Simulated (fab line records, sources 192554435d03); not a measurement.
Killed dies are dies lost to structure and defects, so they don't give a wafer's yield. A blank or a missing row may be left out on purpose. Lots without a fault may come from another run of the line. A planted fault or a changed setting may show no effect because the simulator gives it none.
Chamber matching | flow n5_finfet | N5_BEOL_M13_VIA_ETCH_16 on rie_diel-05: 4 sister chambers
The step etches SiOC in C4F8/O2/Ar, target depth 921.7 nm. 18 wafers are shown with their chamber, then 9 later ones without.

WAFERS WITH THEIR CHAMBER
wafer  | chamber | drypump_motor_current_A (A) | throttle_valve_pct (%) | showerhead_plenum_p_Torr (Torr)
L074.2 | 0       | 5.77                        | 24.20                  | 3.37
L074.3 | 1       | 5.18                        | 24.42                  | 3.25
L074.5 | 1       | 5.21                        | 24.42                  | 3.25
L078.2 | 0       | 5.76                        | 24.22                  | 3.36
L078.3 | 2       | 5.68                        | 24.19                  | 3.35
L078.6 | 2       | 5.64                        | 24.19                  | 3.35
L085.3 | 3       | 5.76                        | 23.85                  | 3.29
L085.5 | 0       | 5.77                        | 24.25                  | 3.35
L085.6 | 1       | 5.19                        | 24.46                  | 3.23
L088.1 | 3       | 5.78                        | 23.86                  | 3.29
L088.2 | 2       | 5.64                        | 24.21                  | 3.34
L088.4 | 0       | 5.78                        | 24.23                  | 3.35
L089.1 | 2       | 5.67                        | 24.23                  | 3.34
L089.3 | 3       | 5.77                        | 23.86                  | 3.29
L089.5 | 2       | 5.65                        | 24.22                  | 3.34
L093.1 | 2       | 5.67                        | 24.23                  | 3.34
L093.3 | 1       | 5.18                        | 24.47                  | 3.23
L093.5 | 0       | 5.80                        | 24.24                  | 3.35

SIGNATURES (means of the wafers above)
reading                  | chamber 0 | chamber 1 | chamber 2 | chamber 3 | scatter within a chamber
drypump_motor_current_A  | 5.7760    | 5.1900    | 5.6583    | 5.7700    | 0.0151
throttle_valve_pct       | 24.2280   | 24.4425   | 24.2117   | 23.8567   | 0.0195
showerhead_plenum_p_Torr | 3.3560    | 3.2400    | 3.3433    | 3.2900    | 0.00781
Rule: a wafer's distance from a chamber is the root of the sum, over the readings, of the square of ((its reading less the chamber's mean) divided by the reading's scatter). The wafer belongs to the nearest chamber; if the next one is less than 2 further off, it can't be placed. The scatter: the root of (the sum of the squares of (reading less its chamber's mean) over the shown wafers, divided by (wafers less chambers)).

WAFERS WITHOUT THEIR CHAMBER
wafer  | drypump_motor_current_A (A) | throttle_valve_pct (%) | showerhead_plenum_p_Torr (Torr)
L090.1 | 5.21                        | 24.47                  | 3.23
L090.2 | 5.77                        | 23.87                  | 3.29
L090.4 | 5.80                        | 24.23                  | 3.35
L094.1 | 5.77                        | 24.26                  | 3.35
L094.2 | 5.76                        | 23.86                  | 3.29
L094.5 | 5.78                        | 23.87                  | 3.29
L097.1 | 5.76                        | 23.88                  | 3.28
L097.3 | 5.18                        | 24.48                  | 3.22
L097.5 | 5.77                        | 23.87                  | 3.28

WHICH CHAMBER EACH WENT THROUGH
wafer  | from the rows above | in truth
L090.1 | 1                   | 1
L090.2 | 3                   | 3
L090.4 | 0                   | 0
L094.1 | 0                   | 0
L094.2 | 3                   | 3
L094.5 | 3                   | 3
L097.1 | 3                   | 3
L097.3 | 1                   | 1
L097.5 | 3                   | 3
Placed correctly: 9 of 9. Can't be placed from these rows: 0. Placed wrongly: 0.
